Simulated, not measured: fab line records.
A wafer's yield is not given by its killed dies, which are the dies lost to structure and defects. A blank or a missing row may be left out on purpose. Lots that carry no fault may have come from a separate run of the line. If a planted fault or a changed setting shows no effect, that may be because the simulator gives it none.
Chamber matching -- flow nand harc -- 3 sister chambers for NHARC_A_DECK1_JOINT_CMP_13 on cmp-03
The step polishes, target thk 51.023 nm. 3 wafers are shown with their chamber, then 6 later ones without.

## WAFERS WITH THEIR CHAMBER
wafer,chamber,motor current A (A)
L557.6,0,10.6
L560.1,3,12.4
L560.2,1,11.2

## WAFERS MISSING THEIR CHAMBER
wafer,motor current A (A)
L560.6,11.9
L562.2,12.8
L562.6,12.0
L567.2,12.7
L567.5,10.8
L567.6,11.3

## CHAMBER TAKEN BY EACH
wafer,from the rows above,in truth
L560.6,can't be placed: 3 or 1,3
L562.2,3,3
L562.6,can't be placed: 3 or 1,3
L567.2,3,3
L567.5,can't be placed: 0 or 1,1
L567.6,can't be placed: 1 or 0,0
Correct placement for 2 of the 6. Cannot be placed on the basis of these rows: 4; the candidates contain the true chamber in 4. Number placed wrongly: 0.
How it was worked out, from the rows above alone: a wafer's distance from a chamber is the root of the sum, over the readings, of the square of ((its reading less the chamber's mean) divided by the reading's scatter). If the next closest chamber is less than 2 further off than the closest, the wafer can't be placed; otherwise it belongs to the closest. A chamber's mean is the mean of its shown wafers. The scatter: root of mean squared gap, hidden wafer to nearest shown wafer, with one shown wafer a chamber.
